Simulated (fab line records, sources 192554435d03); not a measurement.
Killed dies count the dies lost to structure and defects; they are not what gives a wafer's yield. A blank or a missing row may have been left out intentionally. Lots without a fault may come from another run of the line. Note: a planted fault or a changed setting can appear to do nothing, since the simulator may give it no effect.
fab line records	flow n5_finfet
record: lots: 11	wafers: 32	last_day: 17
route steps=1938 shown BEOL_M10@1484
lots untouched by any fault: they come from a run of this same line in which no faults occurred
start_h: hours from the record's opening day to when the first of the lot's shown wafers began	wait_h: hours elapsed since this lot's preceding step	" unchanged from the row above	L1.1+2: one row covering several wafers at once	- no value present, or no start provided	* or withheld: withheld	< > ~ a bound
route shown NAME@n: a module of which the file shows steps, and the number in the route of the first	usual: mean/standard deviation of fault-free wafers	same: alike in all rows	chamber/n: place in a boat	sites: each site's reading	_std_site: standard deviation across them	_edge_site: mean of outer sites minus mean of inner sites	radius_mm: for every site, how far away it sits from the centre of the wafer	mask NAME#n: copy n	behind: the most recent tool/chamber to have shaped the wafer	hold: reason for holding the lot/hours on hold/outcome of the hold	device: which transistor (n, p or np) failed to switch	end of line: tests of these same wafers at the route's end	a step with no rows: only its recipe	killed: dies lost to structure and defects at the first sort, not the wafer's yield	map: the dies of a wafer, with x for killed, . for not killed, _ for no die there
set.NAME: the run value of the setting; set.NAME@STEP: its run value at that earlier step	model.NAME: the simulator's own value behind a step, which no gauge read
steps of the route over a sample of lots; a table a step, a row a wafer
services: a tool's chamber out of use, with start hour (start_h, from the record's first day; less than 0 if before it), hours out, and reason
== steps ==
step: N5_BEOL_M10_OVL_MEAS_12
recipe: points_per_wafer: 44
usual: M10_OVL: 0.2/0.88
lot.wafer	tool	chamber	start_h	wait_h	M10_OVL[nm]
L955.1	overlay-01	0	204.06	0.0	1.0
L955.2	"	0	"	"	0.4
L955.4	"	0	"	"	-0.6
L957.1	overlay-02	0	219.45	0.0	0.4
L957.2	"	0	"	"	1.0
L957.4	"	0	"	"	-0.6
L958.1	overlay-01	0	231.49	0.0	0.8
L958.2	"	0	"	"	-0.2
L958.5	"	0	"	"	0.6
L959.2	overlay-01	0	236.22	0.0	1.5
L959.3	"	0	"	"	1.0
L959.5	"	0	"	"	1.8
L960.1	overlay-02	0	244.12	0.0	0.8
L960.2	"	0	"	"	-0.3
L960.6	"	0	"	"	-0.1
L969.3	overlay-02	0	300.57	0.0	0.6
L969.6	"	0	"	"	-0.7
L971.4	overlay-01	0	314.47	0.0	0.1
L971.5	"	0	"	"	1.9
L971.6	"	0	"	"	0.4
L974.1	overlay-02	0	327.80	0.0	1.0
L974.5	"	0	"	"	1.3
L974.6	"	0	"	"	0.7
L975.2	overlay-01	0	337.46	0.0	0.6
L975.4	"	0	"	"	1.6
L975.6	"	0	"	"	-0.5
L976.1	overlay-02	0	343.04	0.0	0.1
L976.3	"	0	"	"	0.3
L976.5	"	0	"	"	2.3
L978.2	overlay-02	0	353.12	0.0	-0.2
L978.3	"	0	"	"	-1.1
L978.4	"	0	"	"	0.0
step: N5_BEOL_M10_STRIP_67
recipe: chemistry: CF4	resist: SiARC	power_w: 300	bias_power_w: 75	pressure_mtorr: 50	cf4_flow_sccm: 150	rf_frequency_hz: 6e+07
usual: drypump_motor_current_A: 5.7/0.49	oes_product_au: 0.78/0.084	rf_vpp_V: 271.6/1.7	showerhead_plenum_p_Torr: 1.82/0.079	throttle_valve_pct: 13.62/0.25
lot.wafer	tool	chamber	start_h	wait_h	drypump_motor_current_A	oes_product_au	rf_hours_counter_h	rf_vpp_V	showerhead_plenum_p_Torr	throttle_valve_pct
L955.1	rie_diel-01	2	204.65	0.0	5.0	0.93	22	273.2	1.92	13.61
L955.2	"	0	"	"	6.5	0.80	81	271.0	1.82	13.35
L955.4	"	3	"	"	5.7	0.73	199	273.4	1.85	13.66
L957.1	rie_diel-01	3	220.81	0.0	5.7	0.72	207	271.9	1.84	13.66
L957.2	"	1	"	"	5.7	0.70	217	270.3	1.71	13.63
L957.4	"	0	"	"	6.5	0.80	89	270.4	1.82	13.34
L958.1	rie_diel-01	3	232.57	0.0	5.7	0.72	213	272.2	1.84	13.68
L958.2	"	1	"	"	5.7	0.70	223	269.6	1.71	13.67
L958.5	"	1	"	"	5.7	0.70	-	268.3	1.71	13.64
L959.2	rie_diel-01	3	236.52	0.0	5.7	0.71	215	270.9	1.84	13.69
L959.3	"	0	"	"	6.5	0.79	97	271.2	1.81	13.35
L959.5	"	1	"	"	5.7	0.70	-	270.3	1.71	13.66
L960.1	rie_diel-01	1	244.62	0.0	5.7	0.69	230	268.0	1.70	13.66
L960.2	"	2	"	"	5.1	0.90	42	273.5	1.92	13.65
L960.6	"	2	"	"	5.1	0.90	-	273.7	1.92	13.66
L969.3	rie_diel-04	0	301.28	0.0	5.6	0.84	61	272.8	1.90	13.62
L969.6	"	2	"	"	5.1	0.78	-	272.7	1.89	13.38
L971.4	rie_diel-04	3	314.84	0.0	5.0	0.68	227	269.6	1.71	13.80
L971.5	"	2	"	"	5.1	0.79	-	273.7	1.89	13.39
L971.6	"	3	"	"	5.0	0.69	-	269.5	1.71	13.80
L974.1	rie_diel-01	1	328.09	0.0	5.7	0.96	2	272.4	1.91	13.14
L974.5	"	0	"	"	6.5	0.77	-	271.6	1.80	13.44
L974.6	"	3	"	"	5.7	0.70	-	272.9	1.83	13.75
L975.2	rie_diel-01	1	337.75	0.0	5.7	0.95	7	274.3	1.91	13.14
L975.4	"	0	"	"	6.5	0.76	-	270.8	1.80	13.46
L975.6	"	2	"	"	5.0	0.85	-	272.7	1.91	13.73
L976.1	rie_diel-01	2	343.33	0.0	5.1	0.84	78	272.6	1.91	13.73
L976.3	"	1	"	"	5.7	0.93	9	274.8	1.91	13.14
L976.5	"	0	"	"	6.5	0.76	-	271.0	1.80	13.46
L978.2	rie_diel-03	3	353.56	0.0	5.6	0.91	23	271.8	1.86	13.75
L978.3	"	1	"	"	5.2	0.79	128	271.9	1.90	13.58
L978.4	"	0	"	"	6.3	0.95	2	273.0	1.84	13.49
step: N5_BEOL_M10_VIA_ETCH_34
recipe: chemistry: C4F6/O2	target: SiCOH_lowk	target_depth_a: 1845	mask_material: SOC	taper_deg: 4	time_s: 69.2	ion_energy_ev: 250	pressure_mtorr: 30	source_w: 345	bias_w: 185	Ar_flow_sccm: 300	C4F6_flow_sccm: 10	O2_flow_sccm: 10
usual: drypump_motor_current_A: 5.6/0.46	oes_ar_750_au: 0.78/0.083	oes_product_au: 0.78/0.088	rf_vpp_V: 674/19	showerhead_plenum_p_Torr: 2.89/0.12	throttle_valve_pct: 20.98/0.18
lot.wafer	tool	chamber	start_h	wait_h	drypump_motor_current_A	oes_ar_750_au	oes_product_au	rf_hours_counter_h	rf_vpp_V	showerhead_plenum_p_Torr	throttle_valve_pct
L955.1	rie_diel-01	2	206.86	0.0	5.0	0.92	0.94	23	664	3.03	20.97
L955.2	"	0	"	"	6.5	0.82	0.81	82	668	2.91	20.82
L955.4	"	1	"	"	5.7	0.72	0.71	210	656	2.72	20.90
L957.1	rie_diel-03	3	223.20	0.0	5.6	0.67	0.67	224	699	2.93	21.41
L957.2	"	1	"	"	5.2	0.84	0.87	72	688	3.01	20.72
L957.4	"	2	"	"	6.0	0.76	0.77	171	669	2.72	20.88
L958.1	rie_diel-03	3	234.45	0.0	5.6	0.66	0.67	230	698	2.93	21.42
L958.2	"	2	"	"	6.0	0.76	0.77	178	668	2.72	20.91
L958.5	"	0	"	"	6.3	0.69	0.69	-	669	2.93	21.19
L959.2	rie_diel-01	1	237.51	0.0	5.7	0.71	0.69	226	658	2.71	20.93
L959.3	"	0	"	"	6.6	0.80	0.80	98	666	2.90	20.86
L959.5	"	3	"	"	5.7	0.71	0.72	-	710	2.93	20.96
L960.1	rie_diel-03	1	246.65	0.0	5.2	0.83	0.87	84	688	3.01	20.75
L960.2	"	2	"	"	6.0	0.74	0.76	185	670	2.72	20.92
L960.6	"	0	"	"	6.3	0.69	0.69	-	669	2.92	21.20
L969.3	rie_diel-03	2	303.85	0.0	6.0	0.73	0.73	208	668	2.71	20.95
L969.6	"	3	"	"	5.6	0.95	1.23	-	698	2.92	21.12
L971.4	rie_diel-03	0	315.98	0.0	6.3	0.67	0.67	243	669	2.91	21.23
L971.5	"	2	"	"	6.0	0.73	0.90	-	670	2.70	21.00
L971.6	"	3	"	"	5.6	0.92	1.20	-	699	2.92	21.13
L974.1	rie_diel-04	0	332.16	0.0	5.5	0.82	0.81	70	666	3.02	21.07
L974.5	"	2	"	"	5.1	0.81	0.81	-	682	3.01	20.86
L974.6	"	1	"	"	5.8	0.87	0.85	-	640	2.78	20.88
L975.2	rie_diel-04	1	339.27	0.0	5.8	0.86	0.84	66	639	2.78	20.90
L975.4	"	2	"	"	5.1	0.80	0.81	96	683	3.00	20.86
L975.6	"	3	"	"	5.1	0.69	0.69	-	655	2.71	21.06
L976.1	rie_diel-04	0	344.66	0.0	5.6	0.81	0.81	74	666	3.02	21.09
L976.3	"	3	"	"	5.0	0.70	0.70	236	653	2.71	21.09
L976.5	"	3	"	"	5.0	0.69	0.69	-	654	2.71	21.08
L978.2	rie_diel-01	2	354.90	0.0	5.0	0.84	0.84	84	665	3.00	21.06
L978.3	"	0	"	"	6.5	0.76	0.75	144	666	2.88	20.90
L978.4	"	1	"	"	5.7	0.92	0.92	14	667	3.03	20.54
step: N5_BEOL_M10_OCD_MEAS_38
usual: trench_depth_nm: 150/4.1
lot.wafer	tool	chamber	start_h	wait_h	trench_depth_nm
L955.1	ocd-01	-	207.14	-	148
L955.2	"	-	"	"	150
L955.4	"	-	"	"	148
L957.1	ocd-02	-	223.49	-	147
L957.2	"	-	"	"	159
L957.4	"	-	"	"	156
L958.1	ocd-02	-	234.74	-	148
L958.2	"	-	"	"	152
L958.5	"	-	"	"	143
L959.2	ocd-02	-	237.79	-	148
L959.3	"	-	"	"	152
L959.5	"	-	"	"	150
L960.1	ocd-01	-	246.93	-	157
L960.2	"	-	"	"	152
L960.6	"	-	"	"	145
L969.3	ocd-02	-	304.14	-	152
L969.6	"	-	"	"	151
L971.4	ocd-02	-	316.27	-	145
L971.5	"	-	"	"	151
L971.6	"	-	"	"	152
L974.1	ocd-02	-	332.44	-	149
L974.5	"	-	"	"	158
L974.6	"	-	"	"	147
L975.2	ocd-01	-	339.56	-	145
L975.4	"	-	"	"	157
L975.6	"	-	"	"	152
L976.1	ocd-02	-	344.94	-	150
L976.3	"	-	"	"	154
L976.5	"	-	"	"	154
L978.2	ocd-01	-	355.19	-	147
L978.3	"	-	"	"	147
L978.4	"	-	"	"	151
== services ==
tool	chamber	start_h	hours	kind
rie_diel-03	1	185.26	8.8	repair
rie_diel-03	3	194.43	6.1	repair
rie_diel-04	1	218.01	6.0	repair
rie_diel-03	3	280.33	-	clean
rie_diel-03	3	280.33	-	consumable_replace:focus_ring
rie_diel-03	3	280.33	19.1	scheduled_down
rie_diel-03	3	280.33	19.1	vent_cycle
rie_diel-01	2	299.64	2.8	repair
rie_diel-01	1	302.48	-	clean
rie_diel-01	1	302.48	-	consumable_replace:focus_ring
rie_diel-01	1	302.48	-	consumable_replace:showerhead
rie_diel-01	1	302.48	17.3	scheduled_down
rie_diel-01	1	302.48	17.3	vent_cycle
rie_diel-01	3	329.51	-	clean
rie_diel-01	3	329.51	-	consumable_replace:focus_ring
rie_diel-01	3	329.51	22.1	scheduled_down
rie_diel-01	3	329.51	22.1	vent_cycle
rie_diel-03	0	334.66	-	clean
rie_diel-03	0	334.66	-	consumable_replace:focus_ring
rie_diel-03	0	334.66	15.4	scheduled_down
rie_diel-03	0	334.66	15.4	vent_cycle
== key ==
first_sign: step: N5_BEOL_M10_VIA_ETCH_34	reading: oes_product_au	direction: up	sigmas: 3.7	usual: 0.78	struck: 1.11
effect none on later readings
met_at N5_BEOL_M10_VIA_ETCH_34
struck_lots L969,L971
struck_wafers L969.6,L971.5,L971.6
not_acting_at N5_BEOL_M10_OVL_MEAS_12,N5_BEOL_M10_STRIP_67,N5_BEOL_M10_OCD_MEAS_38
onset_between 246.65 303.85
fault: kind: process_parameter_drift	tool: rie_diel-03	chamber: -	onset_h: 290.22	steps: N5_BEOL_M10_VIA_ETCH_34	channel: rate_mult	offset: 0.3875	shape: step	end_h: 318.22	scope: struck_wafers_only
